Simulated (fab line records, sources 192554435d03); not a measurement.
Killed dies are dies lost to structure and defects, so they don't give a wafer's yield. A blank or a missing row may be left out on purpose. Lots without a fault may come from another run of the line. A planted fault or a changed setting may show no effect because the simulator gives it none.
fab line records | flow n5_finfet
record lots=5 wafers=15 last_day=15
route steps=1938 shown MOL_CONTACT_COAG@590
lots that met no fault: from a run of the same line without faults
start_h: hours from the record's first day to the start of the lot's first wafer shown | wait_h: hours since the lot's step before | " the same as in the row above | L1.1+2: a row that stands for several wafers | - no value, or no start given | * or withheld: withheld | < > ~ a bound
route shown NAME@n: a module of which the file shows steps, and the number in the route of the first | usual: mean/standard deviation of fault-free wafers | same: alike in all rows | chamber/n: place in a boat | sites: the reading at each site | _std_site: their standard deviation | _edge_site: outer sites' mean less inner sites' | radius_mm: how far each site lies from the wafer's centre | mask NAME#n: copy n | behind: the tool/chamber that last shaped the wafer | hold: why the lot was held/for how many hours/how that ended | device: the transistor (n, p or np) that didn't switch | end of line: the same wafers' tests at the end of the route | a step without rows: its recipe alone | killed: dies lost to structure and defects at the first sort, not the wafer's yield | map: a wafer's dies, x killed, . not, _ none there
set.NAME: the setting as run; set.NAME@STEP: as run at that earlier step | model.NAME: the simulator's own value behind a step, which no gauge read
lots at some steps of the route; a table a step, a row a wafer
services: from which hour (start_h, from the record's first day; less than 0 if before it) a tool's chamber was out of use, for how many hours, and why
## steps
# step N5_MOL_CONTACT_COAG_PRECLEAN_144
# recipe chemistry=alkaline_clean temp_c=60 time_s=60 do_ppb=50
# usual do_ppb=50.0/0.45
# columns lot.wafer tool chamber start_h wait_h do_ppb
L076.2 wet_bench-06 4 112.56 0.1 50.2
L076.3 " 2 " " 49.9
L076.6 " 3 " " 49.6
L077.1 wet_bench-01 5 122.31 0.1 50.9
L077.2 " 7 " " 49.8
L077.4 " 3 " " 50.4
L079.1 wet_bench-06 6 134.32 0.1 49.9
L079.4 " 4 " " 49.7
L079.5 " 3 " " 50.1
L085.2 wet_bench-04 2 164.31 0.1 50.5
L085.4 " 5 " " 50.4
L085.5 " 3 " " 49.8
L086.1 wet_bench-01 3 171.20 0.1 50.1
L086.2 " 1 " " 49.7
L086.6 " 2 " " 49.9
# step N5_MOL_CONTACT_COAG_SRD_145
# recipe dry=ipa_marangoni time_s=30 temp_c=23 rinse_liquid=diw
# columns lot.wafer tool chamber start_h wait_h
L076.2+3+6 wet_bench-06 4,2,3 112.58 0.0
L077.1+2+4 wet_bench-01 5,7,3 122.33 0.0
L079.1+4+5 wet_bench-06 6,4,3 134.34 0.0
L085.2+4+5 wet_bench-04 2,5,3 164.33 0.0
L086.1+2+6 wet_bench-01 3,1,2 171.22 0.0
# step N5_MOL_CONTACT_COAG_CD_MEAS_137
# recipe target_cd_nm=16
# usual cd_nm=16.0/0.33
# columns lot.wafer tool chamber start_h wait_h cd_nm
L076.2 cd_sem-01 - 112.62 0.0 15.9
L076.3 " - " " 16.0
L076.6 " - " " 16.0
L077.1 cd_sem-02 - 122.37 0.0 15.8
L077.2 " - " " 15.9
L077.4 " - " " 16.3
L079.1 cd_sem-01 - 134.39 0.0 16.0
L079.4 " - " " 16.7
L079.5 " - " " 16.3
L085.2 cd_sem-03 - 164.37 0.0 15.5
L085.4 " - " " 15.9
L085.5 " - " " 16.0
L086.1 cd_sem-01 - 171.26 0.0 15.9
L086.2 " - " " 15.7
L086.6 " - " " 15.7
# step N5_MOL_CONTACT_COAG_COAT_62
# recipe resist=SOC temp_c=250 time_s=60 spin_rpm=1500 resist_thk_nm=60
# usual heater_power_total_W=500.8/1.8
# columns lot.wafer tool chamber start_h wait_h heater_power_total_W
L076.2 litho_track-01 0 112.65 0.0 500.8
L076.3 " 0 " " 499.8
L076.6 " 0 " " 502.6
L077.1 litho_track-04 0 122.41 0.0 499.5
L077.2 " 0 " " 498.5
L077.4 " 0 " " 501.3
L079.1 litho_track-04 0 134.42 0.0 501.6
L079.4 " 0 " " 499.5
L079.5 " 0 " " 498.6
L085.2 litho_track-01 0 164.40 0.0 499.3
L085.4 " 0 " " 502.9
L085.5 " 0 " " 503.0
L086.1 litho_track-04 0 171.30 0.0 499.0
L086.2 " 0 " " 498.9
L086.6 " 0 " " 502.3
# step N5_MOL_CONTACT_COAG_COAT_63
# recipe resist=SiARC temp_c=220 time_s=60 spin_rpm=1500 resist_thk_nm=10
# usual heater_power_total_W=427.4/2.2
# columns lot.wafer tool chamber start_h wait_h heater_power_total_W
L076.2 litho_track-01 0 - - 430.9
L076.3 " 0 " " 429.7
L076.6 " 0 " " 427.2
L077.1 litho_track-04 0 - - 424.6
L077.2 " 0 " " 427.1
L077.4 " 0 " " 429.5
L079.1 litho_track-04 0 - - 424.5
L079.4 " 0 " " 426.2
L079.5 " 0 " " 427.9
L085.2 litho_track-01 0 - - 425.1
L085.4 " 0 " " 425.1
L085.5 " 0 " " 426.8
L086.1 litho_track-04 0 - - 428.6
L086.2 " 0 " " 426.9
L086.6 " 0 " " 424.9
# step N5_MOL_CONTACT_COAG_COAT_64
# recipe resist=underlayer temp_c=205 time_s=60 spin_rpm=1500 resist_thk_nm=10
# usual heater_power_total_W=391.8/1.3
# columns lot.wafer tool chamber start_h wait_h heater_power_total_W
L076.2 litho_track-01 0 - - 393.3
L076.3 " 0 " " 390.2
L076.6 " 0 " " 390.7
L077.1 litho_track-04 0 - - 389.7
L077.2 " 0 " " 392.7
L077.4 " 0 " " 389.7
L079.1 litho_track-04 0 - - 390.0
L079.4 " 0 " " 389.5
L079.5 " 0 " " 389.7
L085.2 litho_track-01 0 - - 393.8
L085.4 " 0 " " 389.6
L085.5 " 0 " " 392.7
L086.1 litho_track-04 0 - - 393.3
L086.2 " 0 " " 392.1
L086.6 " 0 " " 390.0
# step N5_MOL_CONTACT_COAG_COAT_34
# recipe resist=CAR-EUV spin_rpm=1500 resist_thk_nm=40
# columns lot.wafer tool chamber start_h wait_h
L076.2+3+6 litho_track-01 0 - -
L077.1+2+4 litho_track-04 0 - -
L079.1+4+5 litho_track-04 0 - -
L085.2+4+5 litho_track-01 0 - -
L086.1+2+6 litho_track-04 0 - -
# step N5_MOL_CONTACT_COAG_EBR_36
# recipe solvent=PGMEA ebr_width_mm=1.5
# columns lot.wafer tool chamber start_h wait_h
L076.2+3+6 litho_track-01 0 - -
L077.1+2+4 litho_track-04 0 - -
L079.1+4+5 litho_track-04 0 - -
L085.2+4+5 litho_track-01 0 - -
L086.1+2+6 litho_track-04 0 - -
# step N5_MOL_CONTACT_COAG_SOFTBAKE_35
# recipe temp_c=110 time_s=60 resist=CAR-EUV
# usual heater_power_total_W=175.4/1.6
# columns lot.wafer tool chamber start_h wait_h heater_power_total_W
L076.2 litho_track-01 0 - - 177.6
L076.3 " 0 " " 177.5
L076.6 " 0 " " 176.2
L077.1 litho_track-04 0 - - 173.5
L077.2 " 0 " " 173.4
L077.4 " 0 " " 175.1
L079.1 litho_track-04 0 - - 177.5
L079.4 " 0 " " 177.4
L079.5 " 0 " " 177.6
L085.2 litho_track-01 0 - - 174.2
L085.4 " 0 " " 173.9
L085.5 " 0 " " 177.5
L086.1 litho_track-04 0 - - 175.2
L086.2 " 0 " " 177.4
L086.6 " 0 " " 173.9
# step N5_MOL_CONTACT_COAG_EXPOSE_37
# recipe mask_id=VD na=0.33 source_shape=annular sigma_inner=0.3 sigma_outer=0.7 polarization=unpolarized defocus_nm=0 dose_mj=62
# same na=0.33
# columns lot.wafer tool chamber start_h wait_h mask
L076.2+3+6 euv_scanner-02 0 112.80 - VD#0
L077.1+2+4 euv_scanner-01 0 122.67 - VD#0
L079.1+4+5 euv_scanner-01 0 134.68 - VD#0
L085.2+4+5 euv_scanner-01 0 164.70 - VD#0
L086.1+2+6 euv_scanner-02 0 171.56 - VD#0
# step N5_MOL_CONTACT_COAG_PEB_38
# recipe peb_temp_c=100 peb_time_s=60 resist=CAR-EUV
# usual heater_power_total_W=154.0/1.1
# columns lot.wafer tool chamber start_h wait_h heater_power_total_W
L076.2 litho_track-01 0 112.87 0.1 153.3
L076.3 " 0 " " 153.1
L076.6 " 0 " " 154.4
L077.1 litho_track-04 0 122.75 0.1 154.7
L077.2 " 0 " " 153.6
L077.4 " 0 " " 155.4
L079.1 litho_track-04 0 134.76 0.1 154.8
L079.4 " 0 " " 155.6
L079.5 " 0 " " 152.4
L085.2 litho_track-01 0 164.77 0.1 154.5
L085.4 " 0 " " 152.3
L085.5 " 0 " " 154.0
L086.1 litho_track-05 0 171.64 0.1 153.0
L086.2 " 0 " " 155.3
L086.6 " 0 " " 152.5
# step N5_MOL_CONTACT_COAG_DEVELOP_39
# recipe develop_time_s=30 developer=TMAH resist=CAR-EUV rinse_liquid=surfactant_rinse dry=air_spin dev_temp_c=23
# columns lot.wafer tool chamber start_h wait_h
L076.2+3+6 litho_track-01 0 - -
L077.1+2+4 litho_track-04 0 - -
L079.1+4+5 litho_track-04 0 - -
L085.2+4+5 litho_track-01 0 - -
L086.1+2+6 litho_track-05 0 - -
# step N5_MOL_CONTACT_COAG_CD_MEAS_40
# recipe target_cd_nm=25.1 landing_energy_ev=500 detector=se_inlens polarity=opening
# usual cd_nm=25.10/0.29
# columns lot.wafer tool chamber start_h wait_h cd_nm
L076.2 cd_sem-03 0 112.94 - 24.88
L076.3 " 0 " " 24.97
L076.6 " 0 " " 25.05
L077.1 cd_sem-02 0 122.81 - 25.05
L077.2 " 0 " " 25.22
L077.4 " 0 " " 25.38
L079.1 cd_sem-01 0 134.83 - 25.97
L079.4 " 0 " " 25.42
L079.5 " 0 " " 25.41
L085.2 cd_sem-02 0 164.83 - 24.83
L085.4 " 0 " " 25.03
L085.5 " 0 " " 24.58
L086.1 cd_sem-02 0 171.71 - 24.85
L086.2 " 0 " " 24.55
L086.6 " 0 " " 25.37
# step N5_MOL_CONTACT_COAG_OVL_MEAS_41
# recipe points_per_wafer=522
# usual VD_OVL=0.0/0.67
# columns lot.wafer tool chamber start_h wait_h VD_OVL[nm]
L076.2 overlay-01 0 112.97 0.0 0.2
L076.3 " 0 " " 0.9
L076.6 " 0 " " -0.1
L077.1 overlay-01 0 122.84 0.0 -0.4
L077.2 " 0 " " -0.6
L077.4 " 0 " " -0.2
L079.1 overlay-02 0 134.86 0.0 -0.7
L079.4 " 0 " " -0.9
L079.5 " 0 " " -0.5
L085.2 overlay-01 0 164.87 0.0 -1.0
L085.4 " 0 " " -0.7
L085.5 " 0 " " -0.5
L086.1 overlay-02 0 171.74 0.0 0.2
L086.2 " 0 " " 0.0
L086.6 " 0 " " -0.4
# step N5_MOL_CONTACT_COAG_INSPECT_42
# recipe mode=adi inspect_instrument=brightfield
# usual raw_defect_count=214/49
# columns lot.wafer tool chamber start_h wait_h raw_defect_count
L076.2 defect_inspect-02 - 113.03 0.0 152
L076.3 " - " " 188
L076.6 " - " " 178
L077.1 defect_inspect-01 - 122.90 0.1 199
L077.2 " - " " 189
L077.4 " - " " 197
L079.1 defect_inspect-02 - 134.92 0.1 226
L079.4 " - " " 217
L079.5 " - " " 256
L085.2 defect_inspect-02 - 164.92 0.0 233
L085.4 " - " " 234
L085.5 " - " " 190
L086.1 defect_inspect-02 - 171.79 0.1 162
L086.2 " - " " 164
L086.6 " - " " 243
# step N5_MOL_CONTACT_COAG_DESCUM_45
# recipe chemistry=O2 time_s=7 source_power_w=50 bias_power_w=20 pressure_mtorr=20 rf_frequency_hz=2.712e+07 temp_c=40 resist=CAR-EUV o2_flow_sccm=225
# usual drypump_motor_current_A=5.8/0.55 oes_product_au=0.77/0.06 rf_fwd_power_W=49.43/0.2 rf_vpp_V=242.9/1.3 showerhead_plenum_p_Torr=2.08/0.061 throttle_valve_pct=20.56/0.28
# columns lot.wafer tool chamber start_h wait_h drypump_motor_current_A oes_product_au rf_fwd_power_W rf_hours_counter_h rf_vpp_V showerhead_plenum_p_Torr throttle_valve_pct
L076.2 rie_diel-01 1 113.10 0.1 5.4 0.86 49.51 48 242.9 2.16 20.38
L076.3 " 0 " " 5.3 0.91 49.64 25 244.6 2.13 20.37
L076.6 " 2 " " 5.1 0.82 49.78 - 241.7 2.04 20.43
L077.1 rie_diel-02 1 122.94 0.0 6.6 0.74 49.63 145 242.4 2.09 20.61
L077.2 " 2 " " 5.8 0.78 49.17 155 244.1 2.18 20.40
L077.4 " 0 " " 5.6 0.73 49.33 219 245.1 2.17 20.79
L079.1 rie_diel-02 2 134.95 0.0 5.8 0.77 49.48 159 245.3 2.18 20.42
L079.4 " 3 " " 5.0 0.75 49.23 164 241.8 2.07 20.70
L079.5 " 2 " " 5.8 0.77 49.33 - 245.1 2.18 20.40
L085.2 rie_diel-02 2 164.95 0.0 5.8 0.75 49.13 170 243.1 2.17 20.42
L085.4 " 3 " " 5.0 0.73 49.20 176 243.8 2.06 20.73
L085.5 " 1 " " 6.6 0.73 49.31 - 244.4 2.08 20.64
L086.1 rie_diel-04 3 171.83 0.0 5.3 0.76 49.54 163 241.0 2.01 20.64
L086.2 " 0 " " 6.8 0.73 48.91 197 242.1 1.99 20.81
L086.6 " 1 " " 6.0 0.71 49.56 - 243.8 2.09 20.94
# step N5_MOL_CONTACT_COAG_ETCH_65
# recipe chemistry=N2/H2 target=underlayer target_depth_a=130 mask_material=CAR-EUV time_s=10.4 ion_energy_ev=200 pressure_mtorr=30 source_w=840 bias_w=150 n2_flow_sccm=200 h2_flow_sccm=200 ends=cleared
# usual bias_w=150.0/0.46 drypump_motor_current_A=5.8/0.55 etch_rf_on_time_s=10.36/0.25 oes_product_au=0.65/0.051 rf_fwd_power_W=819.3/2.7 rf_vpp_V=523.4/2.2 showerhead_plenum_p_Torr=2.53/0.073 throttle_valve_pct=18.0/0.31
# columns lot.wafer tool chamber start_h wait_h bias_w drypump_motor_current_A etch_rf_on_time_s oes_product_au rf_fwd_power_W rf_hours_counter_h rf_vpp_V showerhead_plenum_p_Torr throttle_valve_pct
L076.2 rie_diel-01 1 113.13 0.0 149.1 5.5 10.31 0.73 827.1 48 525.1 2.59 17.6
L076.3 " 0 " " 149.7 5.3 10.39 0.77 821.0 25 526.7 2.57 17.5
L076.6 " 2 " " 150.8 5.2 10.41 0.70 816.2 - 521.6 2.48 17.7
L077.1 rie_diel-02 1 122.97 0.0 149.7 6.6 10.32 0.64 819.8 145 524.4 2.55 18.2
L077.2 " 2 " " 150.4 5.8 10.03 0.67 817.5 155 527.7 2.64 17.8
L077.4 " 0 " " 150.0 5.6 10.87 0.61 820.8 219 526.5 2.63 18.2
L079.1 rie_diel-02 2 134.99 0.0 150.6 5.8 10.01 0.67 823.0 159 527.7 2.64 17.7
L079.4 " 3 " " 150.3 5.1 10.13 0.63 816.9 164 524.7 2.54 18.3
L079.5 " 2 " " 150.4 5.8 10.12 0.65 818.4 - 527.4 2.64 17.8
L085.2 rie_diel-02 2 164.99 0.0 150.0 5.9 10.08 0.65 822.4 170 526.3 2.64 17.8
L085.4 " 3 " " 149.5 5.0 10.04 0.63 825.6 176 523.9 2.54 18.4
L085.5 " 1 " " 150.1 6.6 10.27 0.61 819.8 - 524.4 2.54 18.2
L086.1 rie_diel-04 3 171.86 0.0 149.6 5.3 10.41 0.65 816.6 163 520.3 2.44 18.1
L086.2 " 0 " " 150.2 6.8 10.39 0.62 822.4 197 520.4 2.40 18.1
L086.6 " 1 " " 149.3 6.0 10.59 0.60 820.2 - 522.5 2.52 18.3
# step N5_MOL_CONTACT_COAG_ETCH_66
# recipe chemistry=CF4 target=SiARC target_depth_a=130 mask_material=CAR-EUV time_s=21.7 ion_energy_ev=80 pressure_mtorr=40 source_w=545 bias_w=36 Ar_flow_sccm=100 cf4_flow_sccm=100 ends=cleared
# usual bias_w=36.00/0.12 drypump_motor_current_A=5.8/0.55 etch_rf_on_time_s=21.6/0.48 oes_product_au=0.66/0.051 rf_fwd_power_W=531.4/1.7 rf_vpp_V=183.9/1.1 showerhead_plenum_p_Torr=2.13/0.057 throttle_valve_pct=15.74/0.28
# columns lot.wafer tool chamber start_h wait_h bias_w drypump_motor_current_A etch_rf_on_time_s oes_product_au rf_fwd_power_W rf_hours_counter_h rf_vpp_V showerhead_plenum_p_Torr throttle_valve_pct
L076.2 rie_diel-01 1 113.15 0.0 36.03 5.4 21.5 0.72 530.8 48 185.1 2.18 15.42
L076.3 " 0 " " 36.03 5.3 21.5 0.77 533.2 25 183.3 2.18 15.51
L076.6 " 2 " " 35.94 5.1 21.8 0.69 530.5 - 183.3 2.08 15.55
L077.1 rie_diel-02 1 122.99 0.0 36.12 6.6 21.4 0.63 534.1 145 183.7 2.14 15.81
L077.2 " 2 " " 36.14 5.9 21.2 0.66 534.4 155 184.9 2.22 15.57
L077.4 " 0 " " 35.95 5.6 22.6 0.61 532.6 219 185.3 2.20 15.91
L079.1 rie_diel-02 2 135.01 0.0 35.91 5.9 21.1 0.66 531.0 159 184.2 2.22 15.58
L079.4 " 3 " " 36.09 5.0 21.0 0.64 530.5 164 184.3 2.14 16.06
L079.5 " 2 " " 35.87 5.8 21.1 0.66 531.9 - 185.5 2.22 15.58
L085.2 rie_diel-02 2 165.01 0.0 35.72 5.9 21.2 0.64 534.0 170 185.3 2.21 15.58
L085.4 " 3 " " 35.94 5.0 21.1 0.64 530.8 176 182.9 2.14 16.07
L085.5 " 1 " " 36.06 6.6 21.2 0.62 533.1 - 184.0 2.14 15.83
L086.1 rie_diel-04 3 171.88 0.0 35.98 5.3 21.9 0.64 531.2 163 182.5 2.06 15.79
L086.2 " 0 " " 36.02 6.8 22.2 0.61 532.2 197 184.3 2.03 15.98
L086.6 " 1 " " 35.84 6.0 22.1 0.61 531.1 - 184.7 2.12 16.01
# step N5_MOL_CONTACT_COAG_ALD_133
# recipe material=SiO2 target_thk_a=50 temp_c=100 ald_precursor_family=BDEAS ald_co_reactant=O2-plasma pulse_time_s=1 co_reactant_pulse_time_s=1 purge_time_s=2 co_reactant_purge_time_s=2 ald_cycles=35 pressure_torr=2
# usual heater_power_w=77/6.8 precursor_pulse_height_rel=1.000/0.02
# columns lot.wafer tool chamber start_h wait_h heater_power_w precursor_pulse_height_rel
L076.2 ald_sin-02 0 113.23 0.1 64 1.008
L076.3 " 3 " " 80 0.948
L076.6 " 1 " " 77 1.001
L077.1 ald_sin-04 0 123.09 0.1 93 0.995
L077.2 " 3 " " 80 0.984
L077.4 " 2 " " 80 1.010
L079.1 ald_sin-02 3 135.09 0.1 79 1.011
L079.4 " 0 " " 66 1.002
L079.5 " 1 " " 77 1.024
L085.2 ald_sin-02 1 165.09 0.1 77 0.999
L085.4 " 2 " " 78 1.007
L085.5 " 0 " " 66 0.966
L086.1 ald_sin-03 3 171.96 0.1 83 0.992
L086.2 " 1 " " 82 1.018
L086.6 " 1 " " 85 1.034
# step N5_MOL_CONTACT_COAG_ETCHBACK_134
# recipe chemistry=CHF3 target=SiO2 target_depth_a=100 time_s=6.7 ion_energy_ev=200 pressure_mtorr=30 source_w=610 bias_w=170 Ar_flow_sccm=200 CHF3_flow_sccm=50
# usual CHF3_flow_sccm=50.02/0.14 bias_w=169.9/0.47 drypump_motor_current_A=5.7/0.54 oes_product_au=0.78/0.061 rf_fwd_power_W=603.0/2.2 rf_vpp_V=522/9.3 showerhead_plenum_p_Torr=2.38/0.061 throttle_valve_pct=18.81/0.26
# columns lot.wafer tool chamber start_h wait_h CHF3_flow_sccm bias_w drypump_motor_current_A oes_product_au rf_fwd_power_W rf_hours_counter_h rf_vpp_V showerhead_plenum_p_Torr throttle_valve_pct
L076.2 rie_diel-02 2 113.41 0.1 49.84 170.3 5.8 0.78 599.1 151 531 2.48 18.70
L076.3 " 1 " " 49.65 170.4 6.6 0.74 602.0 141 531 2.39 18.95
L076.6 " 2 " " 50.21 170.0 5.8 0.77 599.7 - 530 2.48 18.72
L077.1 rie_diel-02 2 123.42 0.3 49.87 169.7 5.8 0.77 602.0 155 531 2.47 18.71
L077.2 " 3 " " 49.90 169.4 5.0 0.75 601.3 160 507 2.37 19.11
L077.4 " 0 " " 50.07 170.4 5.6 0.72 601.9 219 518 2.45 19.02
L079.1 rie_diel-02 0 135.42 0.3 50.07 169.3 5.6 0.72 603.5 223 518 2.45 19.03
L079.4 " 2 " " 50.14 169.4 5.8 0.77 600.9 159 531 2.47 18.74
L079.5 " 3 " " 49.98 170.5 5.1 0.74 600.8 - 509 2.37 19.10
L085.2 rie_diel-01 3 165.27 0.1 49.98 169.8 6.2 0.80 597.6 56 516 2.42 18.27
L085.4 " 1 " " 49.93 170.2 5.4 0.82 604.7 67 521 2.43 18.64
L085.5 " 3 " " 50.15 170.2 6.2 0.81 600.0 - 514 2.42 18.26
L086.1 rie_diel-01 1 172.14 0.1 49.94 170.8 5.4 0.82 605.3 69 523 2.43 18.63
L086.2 " 0 " " 50.42 169.3 5.3 0.86 609.4 45 508 2.42 18.71
L086.6 " 1 " " 49.96 170.9 5.5 0.82 603.8 - 523 2.43 18.64
# step N5_MOL_CONTACT_COAG_ETCH_67
# recipe chemistry=N2/H2 target=SOC target_depth_a=600 overetch_a=210 mask_material=SiARC temp_c=40 time_s=101.2 ion_energy_ev=200 pressure_mtorr=30 source_w=840 bias_w=150 n2_flow_sccm=200 h2_flow_sccm=200
# usual bias_w=150.1/0.44 drypump_motor_current_A=5.7/0.54 oes_product_au=0.65/0.05 rf_fwd_power_W=835.1/2.8 rf_vpp_V=523.8/2 showerhead_plenum_p_Torr=2.54/0.065 throttle_valve_pct=17.9/0.32
# columns lot.wafer tool chamber start_h wait_h bias_w drypump_motor_current_A oes_product_au rf_fwd_power_W rf_hours_counter_h rf_vpp_V showerhead_plenum_p_Torr throttle_valve_pct
L076.2 rie_diel-02 2 113.45 0.0 149.7 5.8 0.64 835.5 151 525.5 2.64 17.7
L076.3 " 1 " " 150.5 6.6 0.62 835.4 141 524.9 2.55 18.1
L076.6 " 2 " " 149.7 5.8 0.65 833.8 - 528.2 2.64 17.7
L077.1 rie_diel-02 2 123.46 0.0 150.2 5.8 0.64 835.3 155 525.2 2.64 17.7
L077.2 " 3 " " 150.5 5.0 0.62 827.8 160 523.8 2.54 18.3
L077.4 " 0 " " 150.6 5.6 0.61 832.4 219 526.3 2.63 18.2
L079.1 rie_diel-02 0 135.46 0.0 150.0 5.6 0.61 834.9 223 527.0 2.63 18.2
L079.4 " 2 " " 150.6 5.8 0.64 831.8 159 526.9 2.64 17.7
L079.5 " 3 " " 150.8 5.0 0.62 834.1 - 523.0 2.54 18.3
L085.2 rie_diel-01 3 165.30 0.0 149.3 6.2 0.68 834.1 56 525.2 2.59 17.5
L085.4 " 1 " " 149.8 5.5 0.70 830.2 67 524.9 2.58 17.6
L085.5 " 3 " " 149.7 6.2 0.68 835.2 - 525.7 2.59 17.4
L086.1 rie_diel-01 1 172.18 0.0 150.4 5.4 0.68 839.2 69 523.7 2.58 17.6
L086.2 " 0 " " 150.6 5.3 0.72 837.7 45 523.1 2.56 17.5
L086.6 " 1 " " 150.1 5.5 0.69 837.8 - 525.0 2.58 17.6
# step N5_MOL_CONTACT_COAG_STRIP_68
# recipe chemistry=N2/H2 temp_c=40 n2_flow_sccm=200 h2_flow_sccm=200 rf_frequency_hz=6e+07
# columns lot.wafer tool chamber start_h wait_h
L076.2+3+6 rie_diel-02 2,1,2 113.52 0.0
L077.1+2+4 rie_diel-02 2,3,0 123.53 0.0
L079.1+4+5 rie_diel-02 0,2,3 135.53 0.0
L085.2+4+5 rie_diel-01 3,1,3 165.37 0.0
L086.1+2+6 rie_diel-01 1,0,1 172.25 0.0
# step N5_MOL_CONTACT_COAG_STRIP_69
# recipe chemistry=N2/H2 temp_c=40 n2_flow_sccm=200 h2_flow_sccm=200 rf_frequency_hz=6e+07
# columns lot.wafer tool chamber start_h wait_h
L076.2+3+6 rie_diel-02 2,1,2 113.53 0.0
L077.1+2+4 rie_diel-02 2,3,0 123.54 0.0
L079.1+4+5 rie_diel-02 0,2,3 135.54 0.0
L085.2+4+5 rie_diel-01 3,1,3 165.38 0.0
L086.1+2+6 rie_diel-01 1,0,1 172.26 0.0
# step N5_MOL_CONTACT_COAG_ETCHBACK_136
# recipe chemistry=CHF3 target=SiO2 target_depth_a=250 time_s=16.7 ion_energy_ev=200 pressure_mtorr=30 source_w=610 bias_w=170 Ar_flow_sccm=200 CHF3_flow_sccm=50
# usual CHF3_flow_sccm=49.99/0.15 bias_w=170.0/0.48 drypump_motor_current_A=5.7/0.54 oes_product_au=0.78/0.061 rf_fwd_power_W=600/3.1 rf_vpp_V=521/9.4 showerhead_plenum_p_Torr=2.38/0.061 throttle_valve_pct=18.81/0.26
# columns lot.wafer tool chamber start_h wait_h CHF3_flow_sccm bias_w drypump_motor_current_A oes_product_au rf_fwd_power_W rf_hours_counter_h rf_vpp_V showerhead_plenum_p_Torr throttle_valve_pct
L076.2 rie_diel-02 2 113.54 0.0 49.74 170.1 5.8 0.78 599 151 529 2.48 18.69
L076.3 " 1 " " 50.01 169.9 6.6 0.75 597 141 531 2.39 18.96
L076.6 " 2 " " 50.00 169.6 5.8 0.78 597 - 531 2.48 18.72
L077.1 rie_diel-02 2 123.55 0.0 50.03 169.7 5.8 0.77 597 155 530 2.47 18.72
L077.2 " 3 " " 49.91 169.7 5.0 0.75 600 160 508 2.37 19.14
L077.4 " 0 " " 50.09 169.3 5.6 0.72 599 219 517 2.45 19.01
L079.1 rie_diel-02 0 135.55 0.0 49.85 170.0 5.6 0.72 601 223 519 2.45 19.00
L079.4 " 2 " " 49.86 170.0 5.9 0.76 600 159 530 2.47 18.72
L079.5 " 3 " " 49.94 169.8 5.1 0.74 598 - 509 2.37 19.12
L085.2 rie_diel-01 3 165.39 0.0 49.96 169.9 6.2 0.82 596 57 517 2.42 18.27
L085.4 " 1 " " 49.87 170.3 5.5 0.82 602 67 523 2.43 18.67
L085.5 " 3 " " 49.76 169.4 6.3 0.81 594 - 515 2.42 18.26
L086.1 rie_diel-01 1 172.27 0.0 49.92 170.2 5.4 0.81 602 69 522 2.43 18.65
L086.2 " 0 " " 49.94 169.7 5.3 0.87 603 45 508 2.42 18.73
L086.6 " 1 " " 50.14 170.7 5.5 0.82 602 - 522 2.43 18.65
# step N5_MOL_CONTACT_COAG_STRIP_120
# recipe chemistry=CHF3 resist=SiARC rf_frequency_hz=6e+07
# columns lot.wafer tool chamber start_h wait_h
L076.2+3+6 rie_diel-02 2,1,2 113.56 0.0
L077.1+2+4 rie_diel-02 2,3,0 123.57 0.0
L079.1+4+5 rie_diel-02 0,2,3 135.57 0.0
L085.2+4+5 rie_diel-01 3,1,3 165.42 0.0
L086.1+2+6 rie_diel-01 1,0,1 172.29 0.0
# step N5_MOL_CONTACT_COAG_VIA_ETCH_117
# recipe chemistry=C4F6/O2 target_depth_a=400 overetch_a=80 mask_material=SOC target=SiO2 bias_w=455 pressure_mtorr=10 time_s=26 source_w=325 Ar_flow_sccm=300 C4F6_flow_sccm=10 O2_flow_sccm=10 ion_energy_ev=575.3 ends=end_point
# usual bias_w=454.8/1.4 drypump_motor_current_A=5.7/0.53 oes_o_777_au=0.78/0.062 oes_product_au=0.69/0.053 rf_fwd_power_W=320.7/1.3 rf_vpp_V=1580/26 showerhead_plenum_p_Torr=2.84/0.073 throttle_valve_pct=41.04/0.29
# columns lot.wafer tool chamber start_h wait_h bias_w drypump_motor_current_A oes_o_777_au oes_product_au rf_fwd_power_W rf_hours_counter_h rf_vpp_V showerhead_plenum_p_Torr throttle_valve_pct
L076.2 rie_diel-02 2 113.57 0.0 454.6 5.8 0.78 0.68 321.0 151 1603 2.95 41.05
L076.3 " 1 " " 454.6 6.6 0.72 0.66 322.3 141 1604 2.85 41.40
L076.6 " 2 " " 454.6 5.8 0.78 0.67 321.9 - 1603 2.95 41.05
L077.1 rie_diel-02 2 123.58 0.0 454.4 5.8 0.78 0.68 319.7 155 1603 2.95 41.06
L077.2 " 3 " " 453.3 5.0 0.75 0.66 319.4 160 1546 2.83 41.33
L077.4 " 0 " " 455.6 5.6 0.72 0.66 321.7 219 1568 2.92 41.15
L079.1 rie_diel-02 0 135.58 0.0 454.9 5.6 0.72 0.65 321.2 223 1566 2.92 41.13
L079.4 " 2 " " 454.2 5.8 0.77 0.68 319.8 159 1604 2.95 41.07
L079.5 " 3 " " 454.7 5.0 0.75 0.66 319.8 - 1546 2.83 41.35
L085.2 rie_diel-01 3 165.43 0.0 455.0 6.2 0.79 0.73 318.4 57 1565 2.88 41.00
L085.4 " 1 " " 455.1 5.4 0.82 0.73 321.5 67 1585 2.91 40.83
L085.5 " 3 " " 454.1 6.3 0.78 0.75 318.1 - 1565 2.88 40.98
L086.1 rie_diel-01 1 172.30 0.0 454.8 5.4 0.81 0.73 320.8 69 1585 2.91 40.84
L086.2 " 0 " " 455.5 5.3 0.87 0.78 324.0 45 1546 2.90 40.91
L086.6 " 1 " " 454.1 5.4 0.82 0.73 320.4 - 1585 2.91 40.82
## services
# columns tool chamber start_h hours kind
euv_scanner-01 - 89.86 5.8 pm
ald_sin-04 - 94.92 28.1 pm
euv_scanner-01 0 97.28 - calibration
ald_sin-02 0 99.48 - clean
ald_sin-02 1 99.48 - clean
ald_sin-02 2 99.48 - clean
ald_sin-02 3 99.48 - clean
litho_track-05 - 111.09 - consumable_replace:filter
euv_scanner-02 - 119.84 1.0 pm
euv_scanner-01 - 126.73 1.0 pm
euv_scanner-01 - 142.15 0.2 repair
rie_diel-04 0 143.65 8.5 repair
litho_track-01 - 166.82 - consumable_replace:filter
## key
fault none
